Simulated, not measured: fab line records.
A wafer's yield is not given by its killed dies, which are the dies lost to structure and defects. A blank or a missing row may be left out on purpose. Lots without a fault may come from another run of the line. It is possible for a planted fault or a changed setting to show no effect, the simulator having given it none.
fab line records	flow n5_finfet
record lots=12	wafers=33	last_day=17
route steps=1938 shown BEOL_M4@1094 BEOL_M5@1123 PASSIVATION@1936
lots with no fault: from the same line, run without faults
start_h: start of the lot's first displayed wafer, in hours after the record's first day	wait_h: hours elapsed since this lot's preceding step	" same as the row above	L1.1+2: a single row standing in for several wafers	- no value present, or no start provided	* or withheld: withheld	< > ~ a bound
route shown NAME@n: names a module that has steps shown in the file, with the first one's number in the route	usual: mean and standard deviation over wafers with no fault	same: alike in all rows	chamber/n: place in a boat	sites: the reading at each site	_std_site: the values' standard deviation	_edge_site: mean of outer sites minus mean of inner sites	radius_mm: for every site, how far away it sits from the centre of the wafer	mask NAME#n: copy n	behind: the last tool/chamber to shape the wafer	hold: why the lot was held/for how many hours/how that ended	device: names the non-switching transistor (n, p or np)	end of line: the route-end tests of the same wafers	step lacking rows: just its recipe	killed: at the first sort, the dies lost to defects and structure; wafer yield is something else	map: per-die view of a wafer (x killed, . not killed, _ where there is no die)
set.NAME: the setting that was run; set.NAME@STEP: the one run at that earlier step	model.NAME: the simulator's own value behind a step, which no gauge read
route steps across a sampled set of lots; one table per step, one row per wafer
services: a tool's chamber out of use, with start hour (start_h, from the record's first day; less than 0 if before it), hours out, and reason
## steps
# step N5_BEOL_M4_SPUTTER_90
# recipe material=Cu	target_thk_a=45	temp_c=-20	chamber_pressure_pa=0.07	power_w=withheld	time_s=8.29
# usual throttle_valve_pct=29.5/1.2
lot.wafer	tool	chamber	start_h	wait_h	throttle_valve_pct
L300.2	pvd_sputter-02	-	155.06	0.1	28.4
L300.3	"	-	"	"	29.4
L301.3	pvd_sputter-01	-	157.89	0.1	28.1
L301.5	"	-	"	"	28.1
L301.6	"	-	"	"	29.5
L302.2	pvd_sputter-01	-	161.34	0.1	29.4
L302.6	"	-	"	"	27.9
L303.2	pvd_sputter-01	-	177.95	0.1	30.7
L303.5	"	-	"	"	29.6
L303.6	"	-	"	"	30.6
L312.1	pvd_sputter-01	-	227.51	0.1	30.5
L312.2	"	-	"	"	29.8
L312.4	"	-	"	"	27.7
L313.2	pvd_sputter-03	-	234.55	0.1	29.7
L313.3	"	-	"	"	32.2
L313.6	"	-	"	"	32.3
L316.1	pvd_sputter-03	-	243.68	0.1	29.8
L316.4	"	-	"	"	32.3
L316.6	"	-	"	"	31.9
L317.1	pvd_sputter-02	-	252.04	0.1	30.7
L317.3	"	-	"	"	28.3
L317.4	"	-	"	"	28.8
L320.2	pvd_sputter-02	-	271.44	0.1	28.9
L320.3	"	-	"	"	31.0
L320.5	"	-	"	"	28.8
L321.2	pvd_sputter-02	-	278.68	0.1	29.1
L321.4	"	-	"	"	28.8
L322.2	pvd_sputter-02	-	293.55	0.1	30.9
L322.3	"	-	"	"	28.6
L322.4	"	-	"	"	28.6
L323.2	pvd_sputter-02	-	296.09	0.1	28.8
L323.3	"	-	"	"	31.0
L323.6	"	-	"	"	28.5
# step N5_BEOL_M4_ANNEAL_51
# recipe temp_c=225	time_s=90	ambient=N2
# usual wafer_temp_C_max=226.1/0.3
lot.wafer	tool	chamber	start_h	wait_h	wafer_temp_C_max
L300.2	rtp_anneal-02	0	155.96	0.1	225.7
L300.3	"	0	"	"	225.8
L301.3	rtp_anneal-02	0	158.83	0.1	225.8
L301.5	"	0	"	"	225.9
L301.6	"	0	"	"	225.9
L302.2	rtp_anneal-01	0	162.24	0.1	226.6
L302.6	"	0	"	"	226.5
L303.2	rtp_anneal-01	0	178.85	0.1	226.2
L303.5	"	0	"	"	226.3
L303.6	"	0	"	"	226.0
L312.1	rtp_anneal-02	0	228.37	0.1	226.0
L312.2	"	0	"	"	225.6
L312.4	"	0	"	"	226.4
L313.2	rtp_anneal-02	0	235.45	0.1	225.9
L313.3	"	0	"	"	225.8
L313.6	"	0	"	"	225.9
L316.1	rtp_anneal-01	0	244.54	0.1	226.2
L316.4	"	0	"	"	226.3
L316.6	"	0	"	"	226.4
L317.1	rtp_anneal-02	0	252.89	0.1	226.1
L317.3	"	0	"	"	226.3
L317.4	"	0	"	"	225.7
L320.2	rtp_anneal-02	0	272.34	0.1	226.6
L320.3	"	0	"	"	226.2
L320.5	"	0	"	"	226.1
L321.2	rtp_anneal-01	0	280.12	0.6	226.7
L321.4	"	0	"	"	226.5
L322.2	rtp_anneal-02	0	294.45	0.1	225.9
L322.3	"	0	"	"	225.9
L322.4	"	0	"	"	225.9
L323.2	rtp_anneal-01	0	296.99	0.1	225.9
L323.3	"	0	"	"	226.0
L323.6	"	0	"	"	226.3
# step N5_BEOL_M5_EXPOSE_08
# recipe mask_id=M5	na=0.33	source_shape=annular	sigma_inner=0.4	sigma_outer=0.8	polarization=unpolarized	target_cd_nm=28	dose_mj=35.75
# usual exposure_dose_mJ_cm2=35.73/0.038	reticle_temp_C=23.00/0.1
# same sigma_inner=0.4
lot.wafer	tool	chamber	start_h	wait_h	mask	exposure_dose_mJ_cm2	reticle_temp_C
L300.2	euv_scanner-02	0	159.36	-	M5#0	35.71	22.97
L300.3	"	0	"	"	M5#0	35.72	23.04
L301.3	euv_scanner-01	0	162.93	-	M5#0	35.72	23.11
L301.5	"	0	"	"	M5#0	35.69	23.12
L301.6	"	0	"	"	M5#0	35.70	23.01
L302.2	euv_scanner-01	0	165.01	-	M5#0	35.71	22.95
L302.6	"	0	"	"	M5#0	35.79	22.96
L303.2	euv_scanner-02	0	181.93	-	M5#0	35.73	22.99
L303.5	"	0	"	"	M5#0	35.75	22.99
L303.6	"	0	"	"	M5#0	35.77	23.02
L312.1	euv_scanner-01	0	235.68	-	M5#0	36.46	23.01
L312.2	"	0	"	"	M5#0	36.47	23.02
L312.4	"	0	"	"	M5#0	36.45	23.02
L313.2	euv_scanner-01	0	238.50	-	M5#0	36.29	23.21
L313.3	"	0	"	"	M5#0	36.33	23.11
L313.6	"	0	"	"	M5#0	36.37	23.03
L316.1	euv_scanner-02	0	249.55	-	M5#0	35.71	22.91
L316.4	"	0	"	"	M5#0	35.76	23.05
L316.6	"	0	"	"	M5#0	35.70	23.01
L317.1	euv_scanner-02	0	258.21	-	M5#0	35.69	22.79
L317.3	"	0	"	"	M5#0	35.71	22.89
L317.4	"	0	"	"	M5#0	35.71	22.92
L320.2	euv_scanner-02	0	275.48	-	M5#0	35.73	23.08
L320.3	"	0	"	"	M5#0	35.78	22.98
L320.5	"	0	"	"	M5#0	35.80	23.02
L321.2	euv_scanner-02	0	283.64	-	M5#0	35.72	22.83
L321.4	"	0	"	"	M5#0	35.73	23.03
L322.2	euv_scanner-02	0	298.28	-	M5#0	35.73	23.10
L322.3	"	0	"	"	M5#0	35.78	23.15
L322.4	"	0	"	"	M5#0	35.72	22.95
L323.2	euv_scanner-02	0	312.58	-	M5#0	35.76	23.09
L323.3	"	0	"	"	M5#0	35.75	23.12
L323.6	"	0	"	"	M5#0	35.80	23.32
# step N5_BEOL_M5_DESCUM_16
# recipe chemistry=O2	time_s=7	source_power_w=50	bias_power_w=20	pressure_mtorr=20	rf_frequency_hz=2.712e+07	temp_c=40	resist=CAR-EUV	o2_flow_sccm=225
# usual drypump_motor_current_A=5.7/0.51	oes_product_au=0.78/0.081	rf_vpp_V=243.1/1.5	showerhead_plenum_p_Torr=2.09/0.08	throttle_valve_pct=20.41/0.21
lot.wafer	tool	chamber	start_h	wait_h	drypump_motor_current_A	oes_product_au	rf_hours_counter_h	rf_vpp_V	showerhead_plenum_p_Torr	throttle_valve_pct
L300.2	rie_diel-03	0	159.60	0.0	5.9	0.75	157	243.1	2.10	20.63
L300.3	"	3	"	"	5.4	0.71	225	244.2	2.17	20.57
L301.3	rie_diel-05	3	163.17	0.0	5.8	0.70	207	244.2	2.18	20.26
L301.5	"	2	"	"	6.8	0.82	-	244.9	2.20	20.00
L301.6	"	1	"	"	6.1	0.83	-	246.3	2.21	20.14
L302.2	rie_diel-03	1	165.25	0.0	6.1	0.91	37	241.2	2.04	20.26
L302.6	"	3	"	"	5.4	0.71	-	245.1	2.17	20.55
L303.2	rie_diel-03	2	182.18	0.0	5.0	0.76	158	241.7	2.02	20.41
L303.5	"	1	"	"	6.1	0.91	-	241.9	2.04	20.25
L303.6	"	3	"	"	5.4	0.71	-	243.0	2.17	20.58
L312.1	rie_diel-03	3	235.98	0.1	5.4	0.69	247	243.9	2.16	20.60
L312.2	"	1	"	"	6.1	0.88	59	242.1	2.03	20.27
L312.4	"	0	"	"	5.9	0.72	179	242.0	2.09	20.66
L313.2	rie_diel-05	1	238.74	0.0	6.1	0.81	76	245.4	2.20	20.17
L313.3	"	0	"	"	5.6	0.75	137	240.8	1.95	20.56
L313.6	"	0	"	"	5.6	0.76	-	240.5	1.95	20.57
L316.1	rie_diel-01	1	249.81	0.0	5.8	0.82	65	243.9	2.13	20.57
L316.4	"	0	"	"	4.9	0.83	83	241.8	2.11	20.53
L316.6	"	3	"	"	5.4	0.67	-	241.7	1.98	20.44
L317.1	rie_diel-05	1	258.47	0.0	6.1	0.80	81	245.1	2.20	20.17
L317.3	"	2	"	"	6.7	0.79	124	245.2	2.19	20.01
L317.4	"	0	"	"	5.6	0.75	143	240.5	1.95	20.57
L320.2	rie_diel-05	2	275.73	0.0	6.7	0.77	130	245.2	2.19	20.03
L320.3	"	0	"	"	5.6	0.74	147	240.5	1.94	20.58
L320.5	"	2	"	"	6.7	0.78	-	243.6	2.19	20.02
L321.2	rie_diel-03	3	283.96	0.1	5.4	0.96	5	243.9	2.16	20.17
L321.4	"	0	"	"	5.9	0.71	196	242.7	2.09	20.69
L322.2	rie_diel-01	3	298.64	0.1	5.4	0.66	240	242.0	1.97	20.48
L322.3	"	2	"	"	5.0	0.95	17	242.8	2.04	20.47
L322.4	"	0	"	"	4.9	0.81	99	244.3	2.11	20.55
L323.2	rie_diel-03	3	312.83	0.0	5.4	0.93	15	242.8	2.16	20.19
L323.3	"	1	"	"	6.1	0.85	86	241.0	2.02	20.31
L323.6	"	3	"	"	5.4	0.93	-	243.3	2.16	20.17
# step N5_PASSIVATION_PROBE_49
# usual defect_limited_yield=91.5/1.5	killed_at_M0_to_M3=32/9.4	killed_at_M4_up=12/5.1	killed_at_contacts=11/7.4	killed_at_front_end=41/11	killed_at_other=3.4/2.5	killed_dies=100/17	killed_open=65/14	killed_short=33/7	sort_bin_5_function=4.9/0.96	sort_bin_6_memory=3.1/0.7	sort_bin_8_speed=0.00/0.01	sort_n_pass=1080/17	sort_yield_pct=91.5/1.5
# same gross_dies=1180	killed_at_back_side=0	sort_bin_4_leakage[%]=0
lot.wafer	tool	chamber	start_h	wait_h	defect_limited_yield[%]	killed_at_M0_to_M3	killed_at_M4_up	killed_at_contacts	killed_at_front_end	killed_at_other	killed_dies	killed_open	killed_short	sort_bin_5_function[%]	sort_bin_6_memory[%]	sort_bin_8_speed[%]	sort_n_pass	sort_yield_pct[%]
L313.2	prober-01	-	326.44	0.1	88.5	50	13	10	51	12	136	68	58	6.1	4.4	0	1044	88.5
L313.3	prober-01	-	326.49	0.1	90.1	40	2	11	61	3	117	78	30	5.6	2.9	0	1063	90.1
L313.6	prober-01	-	326.64	0.3	91.5	38	10	13	38	1	100	68	21	4.9	2.5	0	1080	91.5
L312.1	prober-01	-	327.45	0.0	91.5	21	20	8	45	6	100	61	38	5.5	2.5	0	1080	91.5
L312.2	prober-01	-	327.50	0.1	91.4	36	8	5	48	4	101	64	35	4.7	3.2	0	1079	91.4
L312.4	prober-01	-	327.60	0.2	92.4	22	9	16	41	2	90	62	28	4.8	2.5	0	1090	92.4
# killed by level:class
L313.2 BEOL_M0_SAQP:geometric_particle:short=15 FIN_SAQP:geometric_particle:short=13 BEOL_M0_SAQP:geometric_particle:open=11 HKMG_FIN:area_etch=10 FIN_SAQP:geometric_particle:open=9 MOL_CONTACT_COAG:geometric_particle:open=8 BEOL_M3:geometric_particle:short=8 BEOL_M3:geometric_particle:open=6
L313.3 FIN_SAQP:geometric_particle:open=17 BEOL_M2:geometric_particle:open=12 STI_FIN_REVEAL:geometric_particle:open=9 MOL_CONTACT_COAG:geometric_particle:open=9 HKMG_FIN:area_etch=9 BEOL_M3:geometric_particle:open=8 FIN_SAQP:geometric_particle:short=7 DUMMY_GATE:geometric_particle:open=7
L313.6 MOL_CONTACT_COAG:geometric_particle:open=12 HKMG_FIN:area_etch=11 BEOL_M0_SAQP:geometric_particle:open=9 STI_FIN_REVEAL:geometric_particle:open=8 BEOL_M1:geometric_particle:open=8 BEOL_M4:geometric_particle:open=8 BEOL_M0_SAQP:geometric_particle:short=7 BEOL_M3:geometric_particle:open=7
L312.1 FIN_SAQP:geometric_particle:open=10 STI_FIN_REVEAL:geometric_particle:open=10 FIN_SAQP:geometric_particle:short=9 BEOL_M4:geometric_particle:open=8 MOL_CONTACT_COAG:geometric_particle:open=6 BEOL_M0_SAQP:geometric_particle:open=4 BEOL_M3:geometric_particle:open=4 BEOL_M4:geometric_particle:short=4
L312.2 FIN_SAQP:geometric_particle:open=12 STI_FIN_REVEAL:geometric_particle:open=11 FIN_SAQP:geometric_particle:short=9 BEOL_M2:geometric_particle:open=9 BEOL_M3:geometric_particle:open=6 BEOL_M0_SAQP:geometric_particle:short=5 GATE_CUT:geometric_particle:short=4 DUMMY_GATE:geometric_particle:open=3
L312.4 MOL_CONTACT_COAG:geometric_particle:open=12 STI_FIN_REVEAL:geometric_particle:open=11 FIN_SAQP:geometric_particle:open=7 BEOL_M0_SAQP:geometric_particle:open=6 DUMMY_GATE:geometric_particle:open=5 FIN_SAQP:geometric_particle:short=4 ILD0:geometric_particle:short=4 MOL_CONTACT_COAG:geometric_particle:short=4
## services
tool	chamber	start_h	hours	kind
euv_scanner-01	-	136.53	4.6	pm
rie_diel-01	1	140.00	12.9	repair
rie_diel-05	-	159.79	0.5	repair
euv_scanner-01	-	166.24	5.8	pm
euv_scanner-01	-	174.23	1.2	repair
euv_scanner-02	-	179.71	1.0	pm
rie_diel-03	0	181.89	7.9	repair
euv_scanner-01	-	185.75	1.0	pm
rie_diel-01	3	211.88	14.8	repair
euv_scanner-02	0	221.96	-	calibration
euv_scanner-02	-	225.07	5.8	pm
rie_diel-03	3	232.01	2.0	repair
euv_scanner-02	-	235.88	1.0	pm
euv_scanner-01	-	241.90	1.0	pm
rie_diel-03	3	245.09	-	clean
rie_diel-03	3	266.40	4.3	repair
pvd_sputter-02	-	284.61	5.1	repair
rie_diel-05	3	288.80	4.2	repair
rie_diel-03	0	289.36	5.6	repair
euv_scanner-02	-	292.01	1.0	pm
euv_scanner-01	-	294.23	0.9	repair
euv_scanner-01	-	298.08	1.0	pm
euv_scanner-02	-	300.38	12.0	pm
euv_scanner-01	-	312.38	4.6	pm
## key
first_sign step=N5_BEOL_M5_EXPOSE_08	reading=exposure_dose_mJ_cm2	direction=up	sigmas=18	usual=35.73	struck=36.39
effect none on later readings
met_at N5_BEOL_M5_EXPOSE_08
struck_lots L312,L313
loop_trim step=N5_BEOL_M5_EXPOSE_08	setting=dose	lots=L313
baseline_loss step=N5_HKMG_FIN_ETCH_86	wafers=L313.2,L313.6
not_acting_at N5_BEOL_M4_SPUTTER_90,N5_BEOL_M4_ANNEAL_51,N5_BEOL_M5_DESCUM_16
onset_between 165.01 235.68
fault kind=process_parameter_drift	tool=euv_scanner-01	chamber=-	onset_h=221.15	steps=N5_BEOL_M5_EXPOSE_08	channel=dose_mj	offset=0.70693	shape=step	acts_in=these_recipes_only	stated=35.75
# loop_trim: a control loop set the setting to another value than it would have without faults
# baseline_loss: these wafers lose ten dies or more at that step, a loss of the line's own and not of a fault; the sort's usual values leave them out
